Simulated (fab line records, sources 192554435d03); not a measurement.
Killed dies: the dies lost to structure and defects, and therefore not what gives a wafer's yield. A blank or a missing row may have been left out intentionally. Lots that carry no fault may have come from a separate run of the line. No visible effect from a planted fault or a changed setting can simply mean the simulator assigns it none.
fab line records || flow n5-finfet
record: {"lots": 4, "wafers": 12, "last-day": 17}
route steps=1938 shown BEOL_M10@1529 BEOL_M11@1536
lots that met no fault: from a run of the same line without faults
start-h: the number of hours between the record's first day and the start of the first shown wafer of the lot || wait-h: hours elapsed since this lot's preceding step || " repeats the value in the row above || L1.1+2: a row that stands for several wafers || - no value, or no start given || * or withheld: withheld || < > ~ a bound
route shown NAME@n: a module of which the file shows steps, and the number in the route of the first || usual: the fault-free wafers' mean and standard deviation || same: alike in all rows || chamber/n: place in a boat || sites: the reading at each site || _std_site: their standard deviation || _edge_site: mean of outer sites minus mean of inner sites || radius-mm: for every site, how far away it sits from the centre of the wafer || mask NAME#n: copy n || behind: the last tool/chamber to shape the wafer || hold: why the lot was held/for how many hours/how that ended || device: whichever transistor did not switch (one of n, p or np) || end of line: the same wafers' tests at the end of the route || a step given without rows: its recipe and nothing more || killed: at the first sort, the dies lost to defects and structure; wafer yield is something else || map: a wafer's dies, x killed, . not, _ none there
set.NAME: the run value of the setting; set.NAME@STEP: its run value at that earlier step || model.NAME: the simulator's own value behind a step, which no gauge read
certain route steps with their lots: each step a table, each wafer a row
services: a tool's chamber out of use, with start hour (start-h, from the record's first day; less than 0 if before it), hours out, and reason
== steps ==
step: N5_BEOL_M10_ANNEAL_51
recipe: {"temp-c": 225, "time-s": 90, "ambient": "N2"}
step: N5_BEOL_M10_CMP_52
recipe: {"stop-on": "SiCOH_lowk", "t-overpolish-s": 7, "down-force-psi": 1, "platen-rpm": 50, "clearing-platen-down-force-psi": 1.5, "clearing-platen-rpm": 50, "post-cmp-clean": "cu-alkaline", "target-thk-nm": 140, "clearing-platen-pad-velocity-m-s": 0.99484, "pad-velocity-m-s": 0.99484}
step: N5_BEOL_M10_PRE_CLEAN_55
recipe: {"gas": "NH3", "time-s": 15, "temp-c": "withheld", "rf-power-w": 300}
step: N5_BEOL_M10_DEP_56
recipe: {"material": "SiCN", "target-thk-a": 150, "temp-c": "withheld", "precursor": "3MS/NH3", "pressure-torr": 3, "rf-w": 202, "time-s": 26.5}
step: N5_BEOL_M11_ILD_DEP_00
recipe: {"material": "SiCOH_lowk", "target-thk-a": 3085.1, "temp-c": 300, "precursor": "DEMS/porogen", "pressure-torr": 5, "rf-w": 500, "time-s": 58}
step: N5_BEOL_M11_CURE_71
recipe: {"temp-c": 385, "time-s": 240, "ambient": "He/Ar", "material": "SiCOH_lowk"}
step: N5_BEOL_M11_PECVD_70
recipe: {"material": "SiO2", "target-thk-a": 200, "temp-c": 400, "precursor": "TEOS/O2", "pressure-torr": 5.5, "rf-w": 450, "teos-flow-sccm": 53.8, "gas": "O2", "flow-sccm": 3000, "time-s": 22.7}
step: N5_BEOL_M11_HM_DEP_02
recipe: {"material": "TiN", "target-thk-a": 200, "temp-c": 25, "chamber-pressure-pa": 0.49996}
step: N5_BEOL_M11_COAT_59
recipe: {"resist": "SOC", "temp-c": 250, "time-s": 60, "spin-rpm": 1500, "resist-thk-nm": 100}
usual: {"spin-speed-rpm": "1500.0/1.1"}
{"lot.wafer": "L441.4", "tool": "litho-track-02", "chamber": 0, "start-h": 230.18, "wait-h": 0.1, "spin-speed-rpm": 1501.2, "model.SOC_of_BEOL_M11_COAT_59.thk-nm": 100.2}
{"lot.wafer": "L441.5", "tool": "litho-track-02", "chamber": 0, "start-h": 230.18, "wait-h": 0.1, "spin-speed-rpm": 1498.8, "model.SOC_of_BEOL_M11_COAT_59.thk-nm": 100.6}
{"lot.wafer": "L441.6", "tool": "litho-track-02", "chamber": 0, "start-h": 230.18, "wait-h": 0.1, "spin-speed-rpm": 1498.0, "model.SOC_of_BEOL_M11_COAT_59.thk-nm": 100.2}
{"lot.wafer": "L451.2", "tool": "litho-track-02", "chamber": 0, "start-h": 284.02, "wait-h": 0.1, "spin-speed-rpm": 1908.7, "model.SOC_of_BEOL_M11_COAT_59.thk-nm": 89.2}
{"lot.wafer": "L451.4", "tool": "litho-track-02", "chamber": 0, "start-h": 284.02, "wait-h": 0.1, "spin-speed-rpm": 1908.8, "model.SOC_of_BEOL_M11_COAT_59.thk-nm": 89}
{"lot.wafer": "L451.5", "tool": "litho-track-02", "chamber": 0, "start-h": 284.02, "wait-h": 0.1, "spin-speed-rpm": 1910.1, "model.SOC_of_BEOL_M11_COAT_59.thk-nm": 89}
{"lot.wafer": "L452.1", "tool": "litho-track-02", "chamber": 0, "start-h": 291.71, "wait-h": 0.1, "spin-speed-rpm": 1908.1, "model.SOC_of_BEOL_M11_COAT_59.thk-nm": 88.8}
{"lot.wafer": "L452.2", "tool": "litho-track-02", "chamber": 0, "start-h": 291.71, "wait-h": 0.1, "spin-speed-rpm": 1907.8, "model.SOC_of_BEOL_M11_COAT_59.thk-nm": 89}
{"lot.wafer": "L452.6", "tool": "litho-track-02", "chamber": 0, "start-h": 291.71, "wait-h": 0.1, "spin-speed-rpm": 1908.6, "model.SOC_of_BEOL_M11_COAT_59.thk-nm": 89}
{"lot.wafer": "L463.1", "tool": "litho-track-04", "chamber": 0, "start-h": 356.58, "wait-h": 0.1, "spin-speed-rpm": 1498.5, "model.SOC_of_BEOL_M11_COAT_59.thk-nm": 100.6}
{"lot.wafer": "L463.3", "tool": "litho-track-04", "chamber": 0, "start-h": 356.58, "wait-h": 0.1, "spin-speed-rpm": 1499.6, "model.SOC_of_BEOL_M11_COAT_59.thk-nm": 100.6}
{"lot.wafer": "L463.5", "tool": "litho-track-04", "chamber": 0, "start-h": 356.58, "wait-h": 0.1, "spin-speed-rpm": 1499.4, "model.SOC_of_BEOL_M11_COAT_59.thk-nm": 100.8}
step: N5_BEOL_M11_COAT_60
recipe: {"resist": "SiARC", "temp-c": 220, "time-s": 60, "spin-rpm": 1500, "resist-thk-nm": 30}
step: N5_BEOL_M11_COAT_05
recipe: {"resist": "CAR-ArF", "spin-rpm": 1500, "resist-thk-nm": 90}
step: N5_BEOL_M11_EBR_07
recipe: {"solvent": "PGMEA", "ebr-width-mm": 1.5}
step: N5_BEOL_M11_SOFTBAKE_06
recipe: {"temp-c": 110, "time-s": 60, "resist": "CAR-ArF"}
step: N5_BEOL_M11_EXPOSE_08
recipe: {"mask-id": "M11", "na": 1.35, "source-shape": "dipole", "sigma-inner": 0.411, "sigma-outer": 0.611, "polarization": "te", "dose-mj": 53.75}
step: N5_BEOL_M11_PEB_09
recipe: {"peb-temp-c": "withheld", "peb-time-s": 60, "resist": "CAR-ArF"}
step: N5_BEOL_M11_DEVELOP_10
recipe: {"develop-time-s": 30, "developer": "TMAH", "resist": "CAR-ArF", "rinse-liquid": "diw", "dry": "air-spin", "dev-temp-c": 23}
step: N5_BEOL_M11_DESCUM_16
recipe: {"chemistry": "O2", "time-s": 7.9, "source-power-w": 50, "bias-power-w": 20, "pressure-mtorr": 20, "rf-frequency-hz": 2.712e+07, "temp-c": 40, "resist": "CAR-ArF", "o2-flow-sccm": 225}
step: N5_BEOL_M11_ETCH_61
recipe: {"chemistry": "CF4", "target": "SiARC", "target-depth-a": 390, "mask-material": "CAR-ArF", "time-s": 65, "ion-energy-ev": 80, "pressure-mtorr": 40, "source-w": 545, "bias-w": 36, "Ar_flow_sccm": 100, "cf4-flow-sccm": 100, "ends": "cleared"}
step: N5_BEOL_M11_ETCH_62
recipe: {"chemistry": "N2/H2", "target": "SOC", "target-depth-a": 1100, "overetch-a": 220, "mask-material": "SiARC", "temp-c": 40, "time-s": 165, "ion-energy-ev": 200, "pressure-mtorr": 30, "source-w": 840, "bias-w": 150, "n2-flow-sccm": 200, "h2-flow-sccm": 200}
usual: {"bias-w": "149.9/0.47", "drypump-motor-current-A": "5.6/0.47", "oes-product-au": "0.67/0.074", "rf-vpp-V": "524.2/2.5", "showerhead-plenum-p-Torr": "2.56/0.086", "throttle-valve-pct": "17.76/0.24"}
{"lot.wafer": "L441.4", "tool": "rie-diel-03", "chamber": 2, "start-h": 230.73, "wait-h": 0.0, "bias-w": 149.0, "drypump-motor-current-A": 4.9, "oes-product-au": 0.78, "rf-hours-counter-h": 21, "rf-vpp-V": 526.9, "showerhead-plenum-p-Torr": 2.60, "throttle-valve-pct": 17.67, "model.etch.depth-nm": 100.2}
{"lot.wafer": "L441.5", "tool": "rie-diel-03", "chamber": 2, "start-h": 230.73, "wait-h": 0.0, "bias-w": 149.8, "drypump-motor-current-A": 4.9, "oes-product-au": 0.78, "rf-hours-counter-h": "-", "rf-vpp-V": 525.0, "showerhead-plenum-p-Torr": 2.60, "throttle-valve-pct": 17.69, "model.etch.depth-nm": 100.6}
{"lot.wafer": "L441.6", "tool": "rie-diel-03", "chamber": 1, "start-h": 230.73, "wait-h": 0.0, "bias-w": 149.5, "drypump-motor-current-A": 5.4, "oes-product-au": 0.68, "rf-hours-counter-h": "-", "rf-vpp-V": 522.9, "showerhead-plenum-p-Torr": 2.55, "throttle-valve-pct": 17.61, "model.etch.depth-nm": 100.3}
{"lot.wafer": "L451.2", "tool": "rie-diel-02", "chamber": 3, "start-h": 284.57, "wait-h": 0.0, "bias-w": 150.1, "drypump-motor-current-A": 5.8, "oes-product-au": 0.57, "rf-hours-counter-h": 198, "rf-vpp-V": 526.5, "showerhead-plenum-p-Torr": 2.62, "throttle-valve-pct": 17.75, "model.etch.depth-nm": 89.18}
{"lot.wafer": "L451.4", "tool": "rie-diel-02", "chamber": 1, "start-h": 284.57, "wait-h": 0.0, "bias-w": 149.8, "drypump-motor-current-A": 5.4, "oes-product-au": 0.66, "rf-hours-counter-h": 58, "rf-vpp-V": 525.2, "showerhead-plenum-p-Torr": 2.58, "throttle-valve-pct": 17.58, "model.etch.depth-nm": 88.96}
{"lot.wafer": "L451.5", "tool": "rie-diel-02", "chamber": 2, "start-h": 284.57, "wait-h": 0.0, "bias-w": 150.4, "drypump-motor-current-A": 5.2, "oes-product-au": 0.59, "rf-hours-counter-h": "-", "rf-vpp-V": 523.2, "showerhead-plenum-p-Torr": 2.53, "throttle-valve-pct": 18.03, "model.etch.depth-nm": 89.04}
{"lot.wafer": "L452.1", "tool": "rie-diel-03", "chamber": 2, "start-h": 292.13, "wait-h": 0.0, "bias-w": 149.2, "drypump-motor-current-A": 4.8, "oes-product-au": 0.70, "rf-hours-counter-h": 41, "rf-vpp-V": 525.2, "showerhead-plenum-p-Torr": 2.59, "throttle-valve-pct": 17.72, "model.etch.depth-nm": 88.88}
{"lot.wafer": "L452.2", "tool": "rie-diel-03", "chamber": 3, "start-h": 292.13, "wait-h": 0.0, "bias-w": 149.0, "drypump-motor-current-A": 5.4, "oes-product-au": 0.55, "rf-hours-counter-h": 235, "rf-vpp-V": 523.8, "showerhead-plenum-p-Torr": 2.50, "throttle-valve-pct": 17.86, "model.etch.depth-nm": 88.96}
{"lot.wafer": "L452.6", "tool": "rie-diel-03", "chamber": 2, "start-h": 292.13, "wait-h": 0.0, "bias-w": 149.3, "drypump-motor-current-A": 4.8, "oes-product-au": 0.70, "rf-hours-counter-h": "-", "rf-vpp-V": 524.8, "showerhead-plenum-p-Torr": 2.59, "throttle-valve-pct": 17.72, "model.etch.depth-nm": 88.99}
{"lot.wafer": "L463.1", "tool": "rie-diel-05", "chamber": 2, "start-h": 357.50, "wait-h": 0.0, "bias-w": 150.3, "drypump-motor-current-A": 6.4, "oes-product-au": 0.75, "rf-hours-counter-h": 19, "rf-vpp-V": 527.8, "showerhead-plenum-p-Torr": 2.71, "throttle-valve-pct": 17.79, "model.etch.depth-nm": 100.5}
{"lot.wafer": "L463.3", "tool": "rie-diel-05", "chamber": 1, "start-h": 357.50, "wait-h": 0.0, "bias-w": 150.5, "drypump-motor-current-A": 5.0, "oes-product-au": 0.83, "rf-hours-counter-h": 7, "rf-vpp-V": 525.6, "showerhead-plenum-p-Torr": 2.60, "throttle-valve-pct": 17.42, "model.etch.depth-nm": 100.5}
{"lot.wafer": "L463.5", "tool": "rie-diel-05", "chamber": 3, "start-h": 357.50, "wait-h": 0.0, "bias-w": 150.8, "drypump-motor-current-A": 5.5, "oes-product-au": 0.59, "rf-hours-counter-h": "-", "rf-vpp-V": 520.2, "showerhead-plenum-p-Torr": 2.41, "throttle-valve-pct": 18.06, "model.etch.depth-nm": 100.8}
step: N5_BEOL_M11_STRIP_68
recipe: {"chemistry": "N2/H2", "temp-c": 40, "n2-flow-sccm": 200, "h2-flow-sccm": 200, "rf-frequency-hz": 6e+07}
step: N5_BEOL_M11_STRIP_67
recipe: {"chemistry": "CF4", "resist": "SiARC", "power-w": 300, "bias-power-w": 75, "pressure-mtorr": 50, "cf4-flow-sccm": 150, "rf-frequency-hz": 6e+07}
step: N5_BEOL_M11_HM_OPEN_17
recipe: {"chemistry": "Cl2/BCl3", "target-depth-a": 200, "overetch-a": 60, "target": "TiN", "mask-material": "SOC", "ion-energy-ev": 150, "pressure-mtorr": 10, "icp-w": 1000, "bias-w": 126, "Cl2_flow_sccm": 53.25, "bcl3-flow-sccm": 21.75, "Ar_flow_sccm": 25}
usual: {"bias-w": "126.0/0.38", "drypump-motor-current-A": "5.44/0.13", "oes-product-au": "0.67/0.08", "throttle-valve-pct": "22.20/0.19"}
{"lot.wafer": "L441.4", "tool": "rie-metal-02", "chamber": 1, "start-h": 230.94, "wait-h": 0.1, "bias-w": 126.2, "drypump-motor-current-A": 5.81, "oes-product-au": 0.70, "rf-hours-counter-h": "-", "throttle-valve-pct": 22.34, "model.SOC_of_BEOL_M11_COAT_59.thk-nm": 92.2}
{"lot.wafer": "L441.5", "tool": "rie-metal-02", "chamber": 1, "start-h": 230.94, "wait-h": 0.1, "bias-w": 126.5, "drypump-motor-current-A": 5.76, "oes-product-au": 0.69, "rf-hours-counter-h": "-", "throttle-valve-pct": 22.34, "model.SOC_of_BEOL_M11_COAT_59.thk-nm": 92.6}
{"lot.wafer": "L441.6", "tool": "rie-metal-02", "chamber": 0, "start-h": 230.94, "wait-h": 0.1, "bias-w": 126.2, "drypump-motor-current-A": 5.28, "oes-product-au": 0.84, "rf-hours-counter-h": "-", "throttle-valve-pct": 21.81, "model.SOC_of_BEOL_M11_COAT_59.thk-nm": 92.4}
{"lot.wafer": "L451.2", "tool": "rie-metal-03", "chamber": 0, "start-h": 284.79, "wait-h": 0.1, "bias-w": 125.9, "drypump-motor-current-A": 5.41, "oes-product-au": 0.59, "rf-hours-counter-h": 74, "throttle-valve-pct": 22.42, "model.SOC_of_BEOL_M11_COAT_59.thk-nm": 81.2}
{"lot.wafer": "L451.4", "tool": "rie-metal-03", "chamber": 0, "start-h": 284.79, "wait-h": 0.1, "bias-w": 126.7, "drypump-motor-current-A": 5.38, "oes-product-au": 0.58, "rf-hours-counter-h": "-", "throttle-valve-pct": 22.42, "model.SOC_of_BEOL_M11_COAT_59.thk-nm": 81}
{"lot.wafer": "L451.5", "tool": "rie-metal-03", "chamber": 0, "start-h": 284.79, "wait-h": 0.1, "bias-w": 126.8, "drypump-motor-current-A": 5.39, "oes-product-au": 0.58, "rf-hours-counter-h": "-", "throttle-valve-pct": 22.41, "model.SOC_of_BEOL_M11_COAT_59.thk-nm": 81}
{"lot.wafer": "L452.1", "tool": "rie-metal-03", "chamber": 0, "start-h": 292.32, "wait-h": 0.0, "bias-w": 125.9, "drypump-motor-current-A": 5.38, "oes-product-au": 0.59, "rf-hours-counter-h": 75, "throttle-valve-pct": 22.41, "model.SOC_of_BEOL_M11_COAT_59.thk-nm": 80.8}
{"lot.wafer": "L452.2", "tool": "rie-metal-03", "chamber": 1, "start-h": 292.32, "wait-h": 0.0, "bias-w": 125.7, "drypump-motor-current-A": 5.44, "oes-product-au": 0.75, "rf-hours-counter-h": 12, "throttle-valve-pct": 22.02, "model.SOC_of_BEOL_M11_COAT_59.thk-nm": 80.8}
{"lot.wafer": "L452.6", "tool": "rie-metal-03", "chamber": 0, "start-h": 292.32, "wait-h": 0.0, "bias-w": 126.1, "drypump-motor-current-A": 5.39, "oes-product-au": 0.58, "rf-hours-counter-h": "-", "throttle-valve-pct": 22.42, "model.SOC_of_BEOL_M11_COAT_59.thk-nm": 81}
{"lot.wafer": "L463.1", "tool": "rie-metal-03", "chamber": 0, "start-h": 357.69, "wait-h": 0.0, "bias-w": 125.9, "drypump-motor-current-A": 5.39, "oes-product-au": 0.57, "rf-hours-counter-h": 83, "throttle-valve-pct": 22.42, "model.SOC_of_BEOL_M11_COAT_59.thk-nm": 92.4}
{"lot.wafer": "L463.3", "tool": "rie-metal-03", "chamber": 0, "start-h": 357.69, "wait-h": 0.0, "bias-w": 126.4, "drypump-motor-current-A": 5.40, "oes-product-au": 0.57, "rf-hours-counter-h": "-", "throttle-valve-pct": 22.41, "model.SOC_of_BEOL_M11_COAT_59.thk-nm": 92.6}
{"lot.wafer": "L463.5", "tool": "rie-metal-03", "chamber": 1, "start-h": 357.69, "wait-h": 0.0, "bias-w": 126.5, "drypump-motor-current-A": 5.42, "oes-product-au": 0.73, "rf-hours-counter-h": "-", "throttle-valve-pct": 22.03, "model.SOC_of_BEOL_M11_COAT_59.thk-nm": 92.6}
step: N5_BEOL_M11_STRIP_19
recipe: {"chemistry": "O2", "power-w": 400, "temp-c": 40, "pressure-mtorr": 30, "rf-frequency-hz": 6e+07, "bias-power-w": 0, "overash-fraction": 0.2, "o2-flow-sccm": 225}
== services ==
{"tool": "rie-diel-05", "chamber": 0, "start-h": 215.24, "hours": 3.8, "kind": "repair"}
{"tool": "rie-diel-05", "chamber": 0, "start-h": 241.21, "hours": "-", "kind": "clean"}
{"tool": "rie-diel-05", "chamber": 0, "start-h": 241.21, "hours": "-", "kind": "consumable-replace:focus-ring"}
{"tool": "rie-diel-05", "chamber": 0, "start-h": 241.21, "hours": 16.2, "kind": "scheduled-down"}
{"tool": "rie-diel-05", "chamber": 0, "start-h": 241.21, "hours": 16.2, "kind": "vent-cycle"}
{"tool": "rie-diel-02", "chamber": "-", "start-h": 243.38, "hours": 28.1, "kind": "pm"}
{"tool": "rie-diel-05", "chamber": "-", "start-h": 253.86, "hours": 0.2, "kind": "repair"}
{"tool": "rie-diel-05", "chamber": 2, "start-h": 270.57, "hours": "-", "kind": "clean"}
{"tool": "rie-diel-05", "chamber": 2, "start-h": 270.57, "hours": "-", "kind": "consumable-replace:focus-ring"}
{"tool": "rie-diel-05", "chamber": 2, "start-h": 270.57, "hours": "-", "kind": "consumable-replace:showerhead"}
{"tool": "rie-diel-05", "chamber": 2, "start-h": 270.57, "hours": 31.4, "kind": "scheduled-down"}
{"tool": "rie-diel-05", "chamber": 2, "start-h": 270.57, "hours": 31.4, "kind": "vent-cycle"}
{"tool": "rie-diel-02", "chamber": 3, "start-h": 290.29, "hours": 7.6, "kind": "repair"}
{"tool": "rie-diel-02", "chamber": 1, "start-h": 297.44, "hours": 11.5, "kind": "repair"}
{"tool": "rie-metal-02", "chamber": "-", "start-h": 312.15, "hours": 1.4, "kind": "pm"}
{"tool": "rie-diel-03", "chamber": 0, "start-h": 312.23, "hours": 12.7, "kind": "repair"}
{"tool": "rie-diel-05", "chamber": 1, "start-h": 313.46, "hours": "-", "kind": "clean"}
{"tool": "rie-diel-05", "chamber": 1, "start-h": 313.46, "hours": "-", "kind": "consumable-replace:focus-ring"}
{"tool": "rie-diel-05", "chamber": 1, "start-h": 313.46, "hours": 15.3, "kind": "scheduled-down"}
{"tool": "rie-metal-03", "chamber": 1, "start-h": 318.88, "hours": 3.7, "kind": "repair"}
{"tool": "rie-diel-03", "chamber": 3, "start-h": 348.85, "hours": "-", "kind": "clean"}
{"tool": "rie-diel-03", "chamber": 3, "start-h": 348.85, "hours": "-", "kind": "consumable-replace:focus-ring"}
{"tool": "rie-diel-03", "chamber": 3, "start-h": 348.85, "hours": 13.8, "kind": "scheduled-down"}
{"tool": "rie-diel-03", "chamber": 3, "start-h": 348.85, "hours": 13.8, "kind": "vent-cycle"}
== key ==
first-sign: {"step": "N5_BEOL_M11_COAT_59", "reading": "spin-speed-rpm", "direction": "up", "sigmas": "99+", "usual": "*", "struck": "*"}
effect none on later readings
model-effect: {"step": "N5_BEOL_M11_COAT_59", "value": "SOC_of_BEOL_M11_COAT_59.thk-nm", "without": 100.4, "struck": 89}
model-effect: {"step": "N5_BEOL_M11_ETCH_62", "value": "etch.depth-nm", "without": 100.4, "struck": 89}
model-effect: {"step": "N5_BEOL_M11_HM_OPEN_17", "value": "SOC_of_BEOL_M11_COAT_59.thk-nm", "without": 92.37, "struck": 80.97}
met-at N5_BEOL_M11_COAT_59
struck-wafers L451.2,L451.4,L451.5,L452.1,L452.2,L452.6
onset-between 230.18 284.02
fault: {"kind": "process-parameter-drift", "tool": "litho-track-02", "chamber": "-", "onset-h": 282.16, "steps": "N5_BEOL_M11_COAT_59", "channel": "spin-rpm", "offset": "*", "shape": "step", "end-h": 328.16, "acts-in": "*", "stated": "*"}
